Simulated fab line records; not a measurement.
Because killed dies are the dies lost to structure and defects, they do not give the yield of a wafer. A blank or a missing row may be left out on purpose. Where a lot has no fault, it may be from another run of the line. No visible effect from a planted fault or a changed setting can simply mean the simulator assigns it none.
Struck lot and sound lot, side by side :: flow n5-finfet :: 39 steps out of a route of 1938
Sound: these wafers, L684.1, L684.2, L684.4. Wafers L672.1, L672.3, L672.6 were the ones struck. The cause is given at the end.
At each step with rows: each side's tool, then ch and its chambers, then its first start. Under that, the readings that differ: sound wafers :: struck wafers :: difference of the means :: sigmas: that difference in standard deviations of wafers without a fault.
alike: readings whose means differ by less than 2 such deviations, and words and numbers that are the same on both sides. not compared: withheld readings, readings that some wafer has no value for, bounds like >300 that may hide the same value, and numbers for which the record gives no deviation and whose values overlap.
The two part at a step that has a row with sigmas, a row that says differs or no value, or rows on one side only. Non-overlapping numbers with no deviation appear without sigmas and do not part them. A reading missing from all wafers of one side parts the sides only when that side holds two or more wafers.

first, 10 steps without rows for these wafers: N5_MOL_CONTACT_COAG_CO_FILL_22 (material Co, precursor CCTBA/H2, target thk 20 nm); N5_MOL_CONTACT_COAG_ANNEAL_113 (time 300 s); N5_MOL_CONTACT_COAG_PRE_CLEAN_142 (time 60 s); N5_MOL_CONTACT_COAG_SPUTTER_130 (material Co, target thk 47.5 nm); N5_MOL_CONTACT_COAG_PRECLEAN_125 (cleans in DIW, time 57.5 s); N5_MOL_CONTACT_COAG_SRD_126 (dry time 32 s); N5_MOL_CONTACT_COAG_CMP_23 (polishes, stops on SiO2, t overpolish 1.5 s, target thk 0 nm); N5_MOL_CONTACT_COAG_WET_ETCH_26 (target Co, target depth 13 nm); N5_MOL_CONTACT_COAG_WET_ETCH_116 (etches the open film in SC1-inhibited, target depth 4.6 nm, rinse time 30 s); N5_MOL_CONTACT_COAG_ALD_27 (deposits SiOC, target thk 17 nm, pulse time 1.5 s, time 2720 s).
N5_MOL_CONTACT_COAG_CMP_28: polishes, stops on SiNx, t overpolish 0.85 s, target thk 14.522 nm.
  sound on cmp-04 ch 0,1,3, day 9 12:14; struck on cmp-01 ch 0,3, day 6 17:49
  no value came back on the struck wafers for edge-zone-pressure-frac, head-pressure-psi (psi), motor-current-A (A), time-to-endpoint-s (s); on the sound wafers edge-zone-pressure-frac reads 1.003 1.001 1.002
reading: model.SiOC_of_MOL_CONTACT_COAG_ALD_27.thk-nm (nm)
sound: 14 15.2 14
struck: 16.8 17 16.8
difference: +2.5
sigmas: 

reading: model.SiNx_of_GATE_CUT_SAC_CAP_01.thk-nm (nm)
sound: 17.8 18 17.8
struck: 18.2 18.2 18.2
difference: +0.3
sigmas: 
then, 23 steps without rows for these wafers: N5_MOL_CONTACT_COAG_ALD_123 (deposits SiNx, target thk 5 nm, pulse time 1 s, purge time 2 s); N5_MOL_CONTACT_COAG_PECVD_31 (deposits SiO2 from TEOS/O2, target thk 46 nm, time 8.9 s); N5_MOL_CONTACT_COAG_COAT_75 (time 60 s, resist thk 60 nm); N5_MOL_CONTACT_COAG_COAT_76 (time 60 s, resist thk 10 nm); N5_MOL_CONTACT_COAG_COAT_77 (time 60 s, resist thk 10 nm); N5_MOL_CONTACT_COAG_COAT_78 (resist thk 40 nm); N5_MOL_CONTACT_COAG_EBR_80; N5_MOL_CONTACT_COAG_SOFTBAKE_79 (time 60 s); N5_MOL_CONTACT_COAG_EXPOSE_81 (exposes mask VG, defocus 0 nm); N5_MOL_CONTACT_COAG_PEB_82 (peb time 60 s); N5_MOL_CONTACT_COAG_DEVELOP_83 (develop time 30 s); N5_MOL_CONTACT_COAG_DESCUM_88 (chemistry O2, time 7 s); N5_MOL_CONTACT_COAG_ETCH_89 (etches underlayer in N2/H2, target depth 13 nm, time 10.4 s); N5_MOL_CONTACT_COAG_ETCH_90 (etches SiARC in CF4, target depth 13 nm, time 21.7 s); N5_MOL_CONTACT_COAG_ALD_131 (deposits SiO2, target thk 5 nm, pulse time 1 s, co reactant pulse time 1 s); N5_MOL_CONTACT_COAG_ETCHBACK_132 (etches SiO2 in CHF3, target depth 10 nm, time 6.7 s); N5_MOL_CONTACT_COAG_ETCH_91 (etches SOC in N2/H2, target depth 60 nm, overetch 21 nm, time 101.2 s); N5_MOL_CONTACT_COAG_STRIP_92 (strips in N2/H2); N5_MOL_CONTACT_COAG_STRIP_93 (strips in N2/H2); N5_MOL_CONTACT_COAG_ETCHBACK_135 (etches SiO2 in CHF3, target depth 25 nm, time 16.7 s); N5_MOL_CONTACT_COAG_STRIP_118 (strips in CHF3); N5_MOL_CONTACT_COAG_VIA_ETCH_46 (etches SiO2 in C4F6/O2, target depth 46 nm, overetch 9.2 nm, time 40 s); N5_MOL_CONTACT_COAG_STRIP_96 (strips in N2/H2).
N5_MOL_CONTACT_COAG_ETCH_47: etches SiNx in CH3F/O2, stops on W, target depth 27 nm.
  sound on rie-diel-04 ch 2, day 9 16:11; struck on rie-diel-05 ch 0,2, day 6 20:32
reading: etch-rf-on-time-s (s)
sound: 30.2 30.6 30.2
struck: 32.4 32.1 32.3
difference: +1.9
sigmas: +3

reading: rf-vpp-V (V)
sound: 314 314 313
struck: 299 290 297
difference: -18
sigmas: -2

reading: model.etch.depth-nm (nm)
sound: 17.76 17.93 17.81
struck: 18.25 18.21 18.14
difference: +0.37
sigmas: 

reading: model.MOL_CONTACT_COAG.feature-depth-nm (nm)
sound: 18.4 18.6 18.4
struck: 18.8 18.8 18.8
difference: +0.3
sigmas: 
  alike: drypump-motor-current-A, mfc-ar-sccm, oes-product-au, showerhead-plenum-p-Torr, throttle-valve-pct
  not compared: rf-hours-counter-h
then, 1 step without rows for these wafers: N5_MOL_CONTACT_COAG_STRIP_119 (strips in N2/H2, time 30 s).
N5_MOL_CONTACT_COAG_ETCH_48: etches SiOC in C4F6/O2, target depth 15 nm, overetch 4.5 nm, time 17 s.
  sound on rie-diel-01 ch 0,1,3, day 9 18:29; struck on rie-diel-01 ch 0,1, day 6 21:53
reading: oes-product-au (a.u.)
sound: 0.60 0.70 0.55
struck: 1.00 1.23 1.00
difference: +0.46
sigmas: +6

reading: model.etch.depth-nm (nm)
sound: 13.97 15.3 14.03
struck: 16.84 16.91 16.83
difference: +2.43
sigmas: 
  alike: drypump-motor-current-A, mfc-ar-sccm, rf-vpp-V, showerhead-plenum-p-Torr, throttle-valve-pct
  not compared: rf-hours-counter-h
N5_BEOL_M4_RC_MEAS_101:
  the record has rows for the sound wafers here (prober-01 ch 0, day 16 00:03) and none for the struck ones
-- record jumps: 11 days separate the struck wafers' starts on either side; left off in module BEOL_M4, taken up again in module PASSIVATION, whose first shown step is the route's number 1936 --
N5_PASSIVATION_PROBE_49:
  record: rows for the struck wafers here (prober-01, day 18 04:11), none for the sound ones

== WHERE THEY PART ==
Earliest at N5_MOL_CONTACT_COAG_CMP_28; latest, in this record, at N5_PASSIVATION_PROBE_49.

WHY: what had been put in by the simulator
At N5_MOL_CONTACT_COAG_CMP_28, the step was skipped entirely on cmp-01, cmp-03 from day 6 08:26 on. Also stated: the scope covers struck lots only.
